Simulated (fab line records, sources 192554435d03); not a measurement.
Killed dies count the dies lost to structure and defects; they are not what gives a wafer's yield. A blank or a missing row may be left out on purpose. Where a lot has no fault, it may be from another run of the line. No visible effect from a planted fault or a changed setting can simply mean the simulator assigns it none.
Chamber matching	flow n5Finfet	pecvd-03 running N5_BEOL_M0_SAQP_PECVD_04: 3 sister chambers
The step deposits a-Si from SiH4/He, target thk 60 nm, time 60.2 s. 6 wafers are shown with their chamber, then 8 later ones without.

## WAFERS WITH THEIR CHAMBER
wafer	chamber	throttleValvePct (%)	heaterPowerOuterW (W)
L083.6	2	18.1	466
L084.2	1	20.3	322
L084.5	2	18.1	441
L086.1	1	20.0	312
L086.3	0	19.7	271
L087.1	0	19.6	279

## WAFERS WITH NO CHAMBER GIVEN
wafer	throttleValvePct (%)	heaterPowerOuterW (W)
L087.2	20.3	365
L087.6	20.0	372
L094.1	18.1	460
L094.3	20.3	315
L094.4	20.3	317
L095.2	19.4	289
L095.3	20.2	307
L095.4	19.5	294

## WHICH CHAMBER EACH ONE RAN IN
wafer	from the rows above	in truth
L087.2	1	1
L087.6	1	1
L094.1	2	2
L094.3	1	1
L094.4	1	1
L095.2	0	0
L095.3	1	1
L095.4	0	0
Correct placement for 8 of the 8. Left unplaced by these rows: 0. Placed wrongly: 0.
How it was worked out, from the rows above alone: a wafer's distance from a chamber is the root of the sum, over the readings, of the square of ((its reading less the chamber's mean) divided by the reading's scatter). If the next closest chamber is less than 2 further off than the closest, the wafer can't be placed; otherwise it belongs to the closest. Each chamber's mean is taken over the wafers shown for it. The scatter: take each reading less its chamber's mean, square it, sum over the shown wafers, divide by the number of wafers less the number of chambers, and take the root.
